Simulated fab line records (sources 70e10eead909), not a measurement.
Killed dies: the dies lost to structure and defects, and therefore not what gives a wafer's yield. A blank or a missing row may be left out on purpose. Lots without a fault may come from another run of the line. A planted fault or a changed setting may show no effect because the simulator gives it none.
What tool caused it? || flow nand_harc || 33 wafers from 11 lots sampled at 5 of the route's 1302 steps

WHAT EACH GAUGE READ, for each wafer
NHARC_END_SORT_01.
{"lot": "L132", "measured": "day 24 20:22", "on": "prober-02", "killed_at_array": "23 26 20", "killed_at_other": "0 1 0", "killed_at_periphery": "3 5 6", "killed_dies": "26 32 26", "killed_open": "2 8 1", "killed_short": "2 1 2"}
{"lot": "L133", "measured": "day 24 19:35", "on": "prober-01", "killed_at_array": "76 76 88", "killed_at_other": "0 1 1", "killed_at_periphery": "5 8 7", "killed_dies": "81 85 96", "killed_open": "4 3 7", "killed_short": "4 2 1"}
{"lot": "L137", "measured": "day 26 19:24", "on": "prober-02", "killed_at_array": "34 43 38", "killed_at_other": "3 3 2", "killed_at_periphery": "1 2 5", "killed_dies": "38 48 45", "killed_open": "2 3 4", "killed_short": "1 5 4"}
{"lot": "L136", "measured": "day 27 06:40", "on": "prober-01", "killed_at_array": "59 54 63", "killed_at_other": "4 0 1", "killed_at_periphery": "1 0 5", "killed_dies": "64 54 69", "killed_open": "1 4 1", "killed_short": "3 0 3"}
{"lot": "L139", "measured": "day 27 09:52", "on": "prober-02", "killed_at_array": "41 48 39", "killed_at_other": "1 0 0", "killed_at_periphery": "4 5 5", "killed_dies": "46 53 44", "killed_open": "3 5 2", "killed_short": "2 2 3"}
{"lot": "L143", "measured": "day 29 03:59", "on": "prober-02", "killed_at_array": "68 61 68", "killed_at_other": "0 0 0", "killed_at_periphery": "1 2 3", "killed_dies": "69 63 71", "killed_open": "3 4 6", "killed_short": "1 2 2"}
{"lot": "L147", "measured": "day 30 21:44", "on": "prober-02", "killed_at_array": "73 52 75", "killed_at_other": "0 0 1", "killed_at_periphery": "13 10 9", "killed_dies": "86 62 85", "killed_open": "2 3 3", "killed_short": "2 4 8"}
{"lot": "L148", "measured": "day 31 12:55", "on": "prober-01", "killed_at_array": "41 36 40", "killed_at_other": "2 2 1", "killed_at_periphery": "1 4 3", "killed_dies": "44 42 44", "killed_open": "3 4 5", "killed_short": "0 2 4"}
{"lot": "L151", "measured": "day 32 21:18", "on": "prober-01", "killed_at_array": "44 53 50", "killed_at_other": "0 0 0", "killed_at_periphery": "1 3 3", "killed_dies": "45 56 53", "killed_open": "2 4 3", "killed_short": "2 2 1"}
{"lot": "L154", "measured": "day 33 03:28", "on": "prober-01", "killed_at_array": "57 42 33", "killed_at_other": "0 0 0", "killed_at_periphery": "3 4 3", "killed_dies": "60 46 36", "killed_open": "2 3 4", "killed_short": "3 5 0"}
{"lot": "L153", "measured": "day 33 10:32", "on": "prober-02", "killed_at_array": "68 34 54", "killed_at_other": "4 2 2", "killed_at_periphery": "4 6 2", "killed_dies": "76 42 58", "killed_open": "5 2 4", "killed_short": "4 1 3"}

WHICH TOOL RAN EACH LOT (tool, then ch and the chambers of the sampled wafers, then the start)
{"lot": "L132", "NHARC_A_SLIT_ETCH_29": "rie_diel-10 ch 1,3, day 20 07:26", "NHARC_A_WL_FILL_STRIP_27": "plasma_asher-01 ch 0,1, day 20 16:52", "NHARC_A_WL_FILL_ETCHBACK_17": "rie_metal-03 ch 0,1, day 21 05:33", "NHARC_A_WL_FILL_ETCHBACK_26": "rie_si-03 ch 1,2,3, day 21 10:46"}
{"lot": "L133", "NHARC_A_SLIT_ETCH_29": "rie_diel-10 ch 1,3, day 20 07:58", "NHARC_A_WL_FILL_STRIP_27": "plasma_asher-02 ch 0,1, day 20 16:43", "NHARC_A_WL_FILL_ETCHBACK_17": "rie_metal-02 ch 0,1, day 21 05:31", "NHARC_A_WL_FILL_ETCHBACK_26": "rie_si-01 ch 0,2,3, day 21 10:46"}
{"lot": "L137", "NHARC_A_SLIT_ETCH_29": "rie_diel-10 ch 0,1,3, day 22 04:50", "NHARC_A_WL_FILL_STRIP_27": "plasma_asher-02 ch 0,1, day 22 13:42", "NHARC_A_WL_FILL_ETCHBACK_17": "rie_metal-01 ch 0,1, day 22 23:55", "NHARC_A_WL_FILL_ETCHBACK_26": "rie_si-05 ch 0,2, day 23 05:10"}
{"lot": "L136", "NHARC_A_SLIT_ETCH_29": "rie_diel-10 ch 1,2, day 22 19:17", "NHARC_A_WL_FILL_STRIP_27": "plasma_asher-01 ch 0,1, day 23 04:31", "NHARC_A_WL_FILL_ETCHBACK_17": "rie_metal-01 ch 0,1, day 23 14:41", "NHARC_A_WL_FILL_ETCHBACK_26": "rie_si-03 ch 1,2,3, day 23 19:55"}
{"lot": "L139", "NHARC_A_SLIT_ETCH_29": "rie_diel-10 ch 0,2,3, day 23 02:10", "NHARC_A_WL_FILL_STRIP_27": "plasma_asher-02 ch 0,1, day 23 10:57", "NHARC_A_WL_FILL_ETCHBACK_17": "rie_metal-01 ch 0,1, day 23 21:09", "NHARC_A_WL_FILL_ETCHBACK_26": "rie_si-05 ch 1,3, day 24 02:22"}
{"lot": "L143", "NHARC_A_SLIT_ETCH_29": "rie_diel-10 ch 1,2,3, day 24 19:14", "NHARC_A_WL_FILL_STRIP_27": "plasma_asher-02 ch 0,1, day 25 04:09", "NHARC_A_WL_FILL_ETCHBACK_17": "rie_metal-03 ch 0,1, day 25 13:50", "NHARC_A_WL_FILL_ETCHBACK_26": "rie_si-05 ch 0,2,3, day 25 18:58"}
{"lot": "L147", "NHARC_A_SLIT_ETCH_29": "rie_diel-10 ch 0,1,2, day 26 14:11", "NHARC_A_WL_FILL_STRIP_27": "plasma_asher-02 ch 0,1, day 26 23:02", "NHARC_A_WL_FILL_ETCHBACK_17": "rie_metal-03 ch 1, day 27 07:52", "NHARC_A_WL_FILL_ETCHBACK_26": "rie_si-01 ch 1,2,3, day 27 13:02"}
{"lot": "L148", "NHARC_A_SLIT_ETCH_29": "rie_diel-01 ch 0,2,3, day 27 04:03", "NHARC_A_WL_FILL_STRIP_27": "plasma_asher-02 ch 0,1, day 27 11:56", "NHARC_A_WL_FILL_ETCHBACK_17": "rie_metal-03 ch 0,1, day 27 22:48", "NHARC_A_WL_FILL_ETCHBACK_26": "rie_si-01 ch 1,2,3, day 28 04:04"}
{"lot": "L151", "NHARC_A_SLIT_ETCH_29": "rie_diel-10 ch 0,2, day 28 00:26", "NHARC_A_WL_FILL_STRIP_27": "plasma_asher-01 ch 0,1, day 28 09:26", "NHARC_A_WL_FILL_ETCHBACK_17": "rie_metal-02 ch 0,1, day 28 23:01", "NHARC_A_WL_FILL_ETCHBACK_26": "rie_si-01 ch 1,2,3, day 29 04:08"}
{"lot": "L154", "NHARC_A_SLIT_ETCH_29": "rie_diel-03 ch 1,2, day 28 10:44", "NHARC_A_WL_FILL_STRIP_27": "plasma_asher-02 ch 0,1, day 28 19:46", "NHARC_A_WL_FILL_ETCHBACK_17": "rie_metal-01 ch 0,1, day 29 08:23", "NHARC_A_WL_FILL_ETCHBACK_26": "rie_si-05 ch 2,3, day 29 13:30"}
{"lot": "L153", "NHARC_A_SLIT_ETCH_29": "rie_diel-01 ch 0,1, day 28 15:37", "NHARC_A_WL_FILL_STRIP_27": "plasma_asher-02 ch 0,1, day 29 01:02", "NHARC_A_WL_FILL_ETCHBACK_17": "rie_metal-02 ch 0,1, day 29 11:23", "NHARC_A_WL_FILL_ETCHBACK_26": "rie_si-01 ch 1,2,3, day 29 16:37"}
- NHARC_A_SLIT_ETCH_29: etches the open film in CF4/O2, target depth 100 nm, overetch 10 nm, time 55 s.
- NHARC_A_WL_FILL_STRIP_27: strips in N2/H2, time 20 s.
- NHARC_A_WL_FILL_ETCHBACK_17: etches the open film in Cl2/BCl3, target depth 4 nm, time 26.7 s.
- NHARC_A_WL_FILL_ETCHBACK_26: etches the open film in HBr, target depth 52 nm, time 13.3 s.

AS READ BY THE TOOLS THEMSELVES (means over the sampled wafers that have a number; for cases with no such wafer, the mark the record gives instead)
NHARC_A_SLIT_ETCH_29.
{"lot": "L132", "tool": "rie_diel-10", "bias_w (W)": 100.0, "drypump_motor_current_A (A)": 5.6, "oes_o_777_au (a.u.)": 0.999, "oes_product_au (a.u.)": 0.999, "rf_vpp_V (V)": 196.6, "showerhead_plenum_p_Torr (Torr)": 1.31, "throttle_valve_pct (%)": 13.395}
{"lot": "L133", "tool": "rie_diel-10", "bias_w (W)": 100.4, "drypump_motor_current_A (A)": 5.5, "oes_o_777_au (a.u.)": 0.999, "oes_product_au (a.u.)": 0.990, "rf_vpp_V (V)": 198.2, "showerhead_plenum_p_Torr (Torr)": 1.32, "throttle_valve_pct (%)": 13.394}
{"lot": "L137", "tool": "rie_diel-10", "bias_w (W)": 100.0, "drypump_motor_current_A (A)": 5.7, "oes_o_777_au (a.u.)": 1.006, "oes_product_au (a.u.)": 0.997, "rf_vpp_V (V)": 197.6, "showerhead_plenum_p_Torr (Torr)": 1.35, "throttle_valve_pct (%)": 13.401}
{"lot": "L136", "tool": "rie_diel-10", "bias_w (W)": 99.8, "drypump_motor_current_A (A)": 5.7, "oes_o_777_au (a.u.)": 1.000, "oes_product_au (a.u.)": 1.007, "rf_vpp_V (V)": 198.0, "showerhead_plenum_p_Torr (Torr)": 1.34, "throttle_valve_pct (%)": 13.401}
{"lot": "L139", "tool": "rie_diel-10", "bias_w (W)": 100.2, "drypump_motor_current_A (A)": 5.8, "oes_o_777_au (a.u.)": 0.999, "oes_product_au (a.u.)": 1.009, "rf_vpp_V (V)": 197.7, "showerhead_plenum_p_Torr (Torr)": 1.36, "throttle_valve_pct (%)": 13.404}
{"lot": "L143", "tool": "rie_diel-10", "bias_w (W)": 100.0, "drypump_motor_current_A (A)": 5.6, "oes_o_777_au (a.u.)": 1.002, "oes_product_au (a.u.)": 1.006, "rf_vpp_V (V)": 198.6, "showerhead_plenum_p_Torr (Torr)": 1.33, "throttle_valve_pct (%)": 13.401}
{"lot": "L147", "tool": "rie_diel-10", "bias_w (W)": 100.1, "drypump_motor_current_A (A)": 5.8, "oes_o_777_au (a.u.)": 0.997, "oes_product_au (a.u.)": 1.008, "rf_vpp_V (V)": 197.5, "showerhead_plenum_p_Torr (Torr)": 1.37, "throttle_valve_pct (%)": 13.403}
{"lot": "L148", "tool": "rie_diel-01", "bias_w (W)": 100.0, "drypump_motor_current_A (A)": 5.3, "oes_o_777_au (a.u.)": 1.005, "oes_product_au (a.u.)": 0.991, "rf_vpp_V (V)": 197.1, "showerhead_plenum_p_Torr (Torr)": 1.29, "throttle_valve_pct (%)": 13.407}
{"lot": "L151", "tool": "rie_diel-10", "bias_w (W)": 99.9, "drypump_motor_current_A (A)": 5.9, "oes_o_777_au (a.u.)": 0.997, "oes_product_au (a.u.)": 1.006, "rf_vpp_V (V)": 199.1, "showerhead_plenum_p_Torr (Torr)": 1.38, "throttle_valve_pct (%)": 13.401}
{"lot": "L154", "tool": "rie_diel-03", "bias_w (W)": 100.3, "drypump_motor_current_A (A)": 5.7, "oes_o_777_au (a.u.)": 1.002, "oes_product_au (a.u.)": 1.016, "rf_vpp_V (V)": 198.5, "showerhead_plenum_p_Torr (Torr)": 1.37, "throttle_valve_pct (%)": 13.391}
{"lot": "L153", "tool": "rie_diel-01", "bias_w (W)": 99.9, "drypump_motor_current_A (A)": 5.1, "oes_o_777_au (a.u.)": 1.000, "oes_product_au (a.u.)": 1.004, "rf_vpp_V (V)": 196.7, "showerhead_plenum_p_Torr (Torr)": 1.32, "throttle_valve_pct (%)": 13.391}

NHARC_A_WL_FILL_STRIP_27.
{"lot": "L132", "tool": "plasma_asher-01", "drypump_motor_current_A (A)": 5.9, "heater_power_w (W)": 319, "temp_c (C)": 250.05}
{"lot": "L133", "tool": "plasma_asher-02", "drypump_motor_current_A (A)": 5.8, "heater_power_w (W)": 323, "temp_c (C)": 250.03}
{"lot": "L137", "tool": "plasma_asher-02", "drypump_motor_current_A (A)": 6.0, "heater_power_w (W)": 312, "temp_c (C)": 249.82}
{"lot": "L136", "tool": "plasma_asher-01", "drypump_motor_current_A (A)": 5.9, "heater_power_w (W)": 301, "temp_c (C)": 250.00}
{"lot": "L139", "tool": "plasma_asher-02", "drypump_motor_current_A (A)": 6.0, "heater_power_w (W)": 310, "temp_c (C)": 249.96}
{"lot": "L143", "tool": "plasma_asher-02", "drypump_motor_current_A (A)": 6.0, "heater_power_w (W)": 306, "temp_c (C)": 249.76}
{"lot": "L147", "tool": "plasma_asher-02", "drypump_motor_current_A (A)": 5.8, "heater_power_w (W)": 306, "temp_c (C)": 250.05}
{"lot": "L148", "tool": "plasma_asher-02", "drypump_motor_current_A (A)": 5.8, "heater_power_w (W)": 303, "temp_c (C)": 249.81}
{"lot": "L151", "tool": "plasma_asher-01", "drypump_motor_current_A (A)": 5.9, "heater_power_w (W)": 300, "temp_c (C)": 249.93}
{"lot": "L154", "tool": "plasma_asher-02", "drypump_motor_current_A (A)": 5.7, "heater_power_w (W)": 309, "temp_c (C)": 250.17}
{"lot": "L153", "tool": "plasma_asher-02", "drypump_motor_current_A (A)": 5.8, "heater_power_w (W)": 311, "temp_c (C)": 249.98}

NHARC_A_WL_FILL_ETCHBACK_17.
{"lot": "L132", "tool": "rie_metal-03", "drypump_motor_current_A (A)": 5.32, "oes_product_au (a.u.)": 1.011, "run_length_s (s)": 48.3}
{"lot": "L133", "tool": "rie_metal-02", "drypump_motor_current_A (A)": 5.33, "oes_product_au (a.u.)": 0.991, "run_length_s (s)": 48.2}
{"lot": "L137", "tool": "rie_metal-01", "drypump_motor_current_A (A)": 5.56, "oes_product_au (a.u.)": 1.000, "run_length_s (s)": 48.2}
{"lot": "L136", "tool": "rie_metal-01", "drypump_motor_current_A (A)": 5.62, "oes_product_au (a.u.)": 0.990, "run_length_s (s)": 48.1}
{"lot": "L139", "tool": "rie_metal-01", "drypump_motor_current_A (A)": 5.58, "oes_product_au (a.u.)": 0.993, "run_length_s (s)": 48.6}
{"lot": "L143", "tool": "rie_metal-03", "drypump_motor_current_A (A)": 5.32, "oes_product_au (a.u.)": 1.007, "run_length_s (s)": 48.2}
{"lot": "L147", "tool": "rie_metal-03", "drypump_motor_current_A (A)": 5.32, "oes_product_au (a.u.)": 1.008, "run_length_s (s)": 35.2}
{"lot": "L148", "tool": "rie_metal-03", "drypump_motor_current_A (A)": 5.31, "oes_product_au (a.u.)": 0.999, "run_length_s (s)": 35.4}
{"lot": "L151", "tool": "rie_metal-02", "drypump_motor_current_A (A)": 5.44, "oes_product_au (a.u.)": 0.993, "run_length_s (s)": 48.1}
{"lot": "L154", "tool": "rie_metal-01", "drypump_motor_current_A (A)": 5.58, "oes_product_au (a.u.)": 1.004, "run_length_s (s)": 48.3}
{"lot": "L153", "tool": "rie_metal-02", "drypump_motor_current_A (A)": 5.33, "oes_product_au (a.u.)": 1.002, "run_length_s (s)": 48.1}

NHARC_A_WL_FILL_ETCHBACK_26.
{"lot": "L132", "tool": "rie_si-03", "bias_w (W)": 60.07, "drypump_motor_current_A (A)": 5.1, "oes_product_au (a.u.)": 0.990, "run_length_s (s)": 34.7, "throttle_valve_pct (%)": 23.273}
{"lot": "L133", "tool": "rie_si-01", "bias_w (W)": 60.01, "drypump_motor_current_A (A)": 5.7, "oes_product_au (a.u.)": 0.995, "run_length_s (s)": 34.2, "throttle_valve_pct (%)": 23.275}
{"lot": "L137", "tool": "rie_si-05", "bias_w (W)": 59.95, "drypump_motor_current_A (A)": 6.0, "oes_product_au (a.u.)": 0.998, "run_length_s (s)": 34.6, "throttle_valve_pct (%)": 23.270}
{"lot": "L136", "tool": "rie_si-03", "bias_w (W)": 60.04, "drypump_motor_current_A (A)": 5.1, "oes_product_au (a.u.)": 0.997, "run_length_s (s)": 34.9, "throttle_valve_pct (%)": 23.257}
{"lot": "L139", "tool": "rie_si-05", "bias_w (W)": 60.11, "drypump_motor_current_A (A)": 5.7, "oes_product_au (a.u.)": 1.010, "run_length_s (s)": 34.2, "throttle_valve_pct (%)": 23.256}
{"lot": "L143", "tool": "rie_si-05", "bias_w (W)": 59.78, "drypump_motor_current_A (A)": 6.0, "oes_product_au (a.u.)": 1.002, "run_length_s (s)": 34.2, "throttle_valve_pct (%)": 23.267}
{"lot": "L147", "tool": "rie_si-01", "bias_w (W)": 60.00, "drypump_motor_current_A (A)": 5.2, "oes_product_au (a.u.)": 0.997, "run_length_s (s)": 34.1, "throttle_valve_pct (%)": 23.255}
{"lot": "L148", "tool": "rie_si-01", "bias_w (W)": 60.08, "drypump_motor_current_A (A)": 5.2, "oes_product_au (a.u.)": 0.997, "run_length_s (s)": 34.3, "throttle_valve_pct (%)": 23.265}
{"lot": "L151", "tool": "rie_si-01", "bias_w (W)": 60.22, "drypump_motor_current_A (A)": 5.2, "oes_product_au (a.u.)": 1.001, "run_length_s (s)": 34.1, "throttle_valve_pct (%)": 23.265}
{"lot": "L154", "tool": "rie_si-05", "bias_w (W)": 59.92, "drypump_motor_current_A (A)": 5.9, "oes_product_au (a.u.)": 1.015, "run_length_s (s)": 34.2, "throttle_valve_pct (%)": 23.258}
{"lot": "L153", "tool": "rie_si-01", "bias_w (W)": 60.02, "drypump_motor_current_A (A)": 5.2, "oes_product_au (a.u.)": 1.001, "run_length_s (s)": 34.0, "throttle_valve_pct (%)": 23.273}

THE ANSWER, worked out from the rows above alone
Rule: what is usual is taken from the lots themselves. The widest of any qualifying gaps counts: lots, ordered by their means at a reading, are off when they make up no more than a third of the lots, leave a main group of 4 or more, and stand apart from it by 3 or more times the standard deviation of that group's means. A main group whose means are all the same, to the digits that the tables above print for the reading, isn't used. A lot without any number at a reading at which 4 lots or more have one is off too. The other lots that the step has rows for count as sound. First the gauges in route order, then the tools' own readings, where a lot's mean is used as printed above. The first step at which some lot is off is used, and at that step the reading that is off furthest; a lot without a number counts as furthest.
Off, at NHARC_A_WL_FILL_ETCHBACK_17 on run_length_s: L147, L148. Main group: mean 48.2 s, sd 0.15.
If a tool, at that step or one of the process steps before it, ran each lot that is off and ran no sound lot following the first of them, it fits. One candidate fits, namely rie_metal-03 at NHARC_A_WL_FILL_ETCHBACK_17. A fault onset in the window from L143 (day 25 13:50, its last sound lot) to L147 (day 27 07:52, its first lot off) fits.
The tool's own readings at NHARC_A_WL_FILL_ETCHBACK_17 bear it out: on the lots that are off they differ by more than 5 times the standard deviation of the sound lots' means. run_length_s reads 35.3 s there against 48.2 s on the sound lots.

WHAT HAD BEEN PUT IN BY THE SIMULATOR
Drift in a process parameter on rie_metal-03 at NHARC_A_WL_FILL_ETCHBACK_17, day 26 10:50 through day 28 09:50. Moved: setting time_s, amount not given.
Lots struck among those shown: L147, L148. The rule above found the same.
